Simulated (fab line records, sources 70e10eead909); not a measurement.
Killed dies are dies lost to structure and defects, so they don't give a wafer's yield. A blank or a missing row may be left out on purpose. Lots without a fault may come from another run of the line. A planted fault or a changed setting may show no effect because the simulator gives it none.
Which tool did it? | flow nand_harc | 24 lots, 72 wafers sampled, at 2 steps of a route of 1302

WHAT THE GAUGES READ, wafer by wafer
NHARC_A_CHANNEL_HOLE_D2_CD_MEAS_18. Usual: cd_nm 100 nm, standard deviation 3.9.
lot  | measured     | on        | cd_nm (nm)  | flag
L074 | day 12 22:50 | cd_sem-03 | 101 102 105 |
L075 | day 13 12:46 | cd_sem-03 | 102 103 93  |
L076 | day 14 00:33 | cd_sem-02 | 105 94 103  |
L078 | day 14 18:26 | cd_sem-01 | 93 98 97    |
L077 | day 14 18:28 | cd_sem-02 | 100 100 99  |
L079 | day 14 22:17 | cd_sem-03 | 99 99 98    |
L080 | day 15 14:14 | cd_sem-03 | 100 98 95   |
L081 | day 16 13:11 | cd_sem-03 | 100 92 99   |
L082 | day 16 13:21 | cd_sem-01 | 99 97 100   |
L083 | day 17 06:08 | cd_sem-01 | 102 94 108  |
L084 | day 17 07:51 | cd_sem-01 | 97 94 92    |
L085 | day 17 17:00 | cd_sem-02 | 97 97 94    |
L086 | day 17 23:47 | cd_sem-03 | 102 92 94   |
L088 | day 19 03:50 | cd_sem-02 | 102 101 106 |
L087 | day 19 05:24 | cd_sem-02 | 99 101 104  |
L089 | day 19 17:11 | cd_sem-01 | 103 103 102 |
L091 | day 19 18:16 | cd_sem-02 | 101 97 94   |
L090 | day 19 19:05 | cd_sem-03 | 97 92 105   |
L092 | day 20 14:41 | cd_sem-02 | 103 97 104  |
L093 | day 20 23:20 | cd_sem-03 | 99 95 96    |
L094 | day 21 10:32 | cd_sem-02 | 96 103 101  |
L096 | day 21 23:58 | cd_sem-03 | 101 105 99  |
L095 | day 22 00:54 | cd_sem-01 | 104 98 102  |
L097 | day 23 00:34 | cd_sem-01 | 93 93 99    |

WHICH TOOL RAN EACH LOT (tool, then ch and the chambers of the sampled wafers, then the start)
lot  | NHARC_A_CHANNEL_HOLE_D2_DESCUM_15
L074 | rie_diel-03 ch 0,3, day 12 21:44
L075 | rie_diel-04 ch 0,1,3, day 13 11:40
L076 | rie_diel-03 ch 2,3, day 13 23:27
L078 | rie_diel-03 ch 1,3, day 14 17:20
L077 | rie_diel-04 ch 1,2,3, day 14 17:23
L079 | rie_diel-01 ch 2,3, day 14 20:59
L080 | rie_diel-01 ch 2,3, day 15 13:08
L081 | rie_diel-04 ch 0,1,3, day 16 12:04
L082 | rie_diel-01 ch 0,1,2, day 16 12:15
L083 | rie_diel-03 ch 1,2, day 17 05:00
L084 | rie_diel-03 ch 1,2,3, day 17 06:45
L085 | rie_diel-03 ch 0,1,3, day 17 15:53
L086 | rie_diel-03 ch 0,1,3, day 17 22:41
L088 | rie_diel-01 ch 0,1,3, day 19 02:43
L087 | rie_diel-04 ch 0,1,2, day 19 04:19
L089 | rie_diel-01 ch 0,2, day 19 16:06
L091 | rie_diel-04 ch 1,2,3, day 19 17:11
L090 | rie_diel-03 ch 0,2,3, day 19 18:00
L092 | rie_diel-01 ch 0,1, day 20 13:34
L093 | rie_diel-03 ch 0,1,3, day 20 22:14
L094 | rie_diel-01 ch 0,1,3, day 21 09:26
L096 | rie_diel-04 ch 0,1,2, day 21 22:52
L095 | rie_diel-01 ch 0,1, day 21 23:49
L097 | rie_diel-03 ch 0,1,2, day 22 23:28
- NHARC_A_CHANNEL_HOLE_D2_DESCUM_15: chemistry O2, time 3 s.

WHAT THE TOOLS THEMSELVES READ (means of the sampled wafers that have a number; where no wafer has one, the mark that the record gives instead)
NHARC_A_CHANNEL_HOLE_D2_DESCUM_15. Usual: drypump_motor_current_A 5.6 A, standard deviation 0.47; oes_product_au 0.997 a.u., standard deviation 0.014; rf_vpp_V 57.8 V, standard deviation 0.94; showerhead_plenum_p_Torr 1.92 Torr, standard deviation 0.084; throttle_valve_pct 11.310 %, standard deviation 0.0091.
lot  | tool        | drypump_motor_current_A (A) | oes_product_au (a.u.) | rf_vpp_V (V) | showerhead_plenum_p_Torr (Torr) | throttle_valve_pct (%) | flag
L074 | rie_diel-03 | 6.1                         | 0.998                 | 57.8         | 1.93                            | 11.307                 |
L075 | rie_diel-04 | 5.2                         | 1.003                 | 58.1         | 1.85                            | 11.315                 |
L076 | rie_diel-03 | 5.4                         | 0.983                 | 57.0         | 1.87                            | 11.305                 |
L078 | rie_diel-03 | 5.4                         | 0.998                 | 57.6         | 1.98                            | 11.306                 |
L077 | rie_diel-04 | 5.3                         | 0.998                 | 57.6         | 1.92                            | 11.305                 |
L079 | rie_diel-01 | 5.8                         | 1.012                 | 57.7         | 1.99                            | 11.305                 |
L080 | rie_diel-01 | 5.8                         | 1.020                 | 57.5         | 1.99                            | 11.317                 |
L081 | rie_diel-04 | 5.2                         | 1.004                 | 57.0         | 1.85                            | 11.312                 |
L082 | rie_diel-01 | 6.0                         | 1.001                 | 57.8         | 1.95                            | 11.322                 |
L083 | rie_diel-03 | 5.0                         | 0.994                 | 57.2         | 1.97                            | 11.317                 |
L084 | rie_diel-03 | 5.4                         | 0.990                 | 58.3         | 1.92                            | 11.308                 |
L085 | rie_diel-03 | 5.7                         | 0.993                 | 58.6         | 1.96                            | 11.317                 |
L086 | rie_diel-03 | 5.7                         | 0.992                 | 58.8         | 1.96                            | 11.313                 |
L088 | rie_diel-01 | 6.1                         | 1.002                 | 58.3         | 1.91                            | 11.309                 |
L087 | rie_diel-04 | 5.4                         | 1.000                 | 57.5         | 1.94                            | 11.305                 |
L089 | rie_diel-01 | 6.1                         | 1.002                 | 58.0         | 1.90                            | 11.304                 |
L091 | rie_diel-04 | 5.3                         | 0.995                 | 58.0         | 1.92                            | 11.314                 |
L090 | rie_diel-03 | 5.7                         | 0.985                 | 57.2         | 1.90                            | 11.302                 |
L092 | rie_diel-01 | 6.1                         | 0.985                 | 58.1         | 1.94                            | 11.305                 |
L093 | rie_diel-03 | 5.7                         | 0.997                 | 58.3         | 1.96                            | 11.309                 |
L094 | rie_diel-01 | 6.1                         | 0.995                 | 57.7         | 1.90                            | 11.306                 |
L096 | rie_diel-04 | 5.4                         | 1.003                 | 58.4         | 1.93                            | 11.312                 |
L095 | rie_diel-01 | 6.3                         | 0.982                 | 57.8         | 1.88                            | 11.307                 |
L097 | rie_diel-03 | 5.5                         | 0.991                 | 57.9         | 1.95                            | 11.310                 |

THE ANSWER, worked out from the rows above alone
Rule: a lot is off if the mean of its wafers that have a number lies more than 3 standard deviations from the usual mean. A lot without any number at a reading at which 4 lots or more have one is off too. The other lots that the step has rows for count as sound. The gauges are gone through in route order, then the tools' own readings, and for those a lot's mean is taken as printed above. The first step at which some lot is off is used, and at that step the reading that is off furthest; a lot without a number counts as furthest.
No lot is off at any reading shown: from this, nothing can be told.

WHAT THE SIMULATOR HAD PUT IN
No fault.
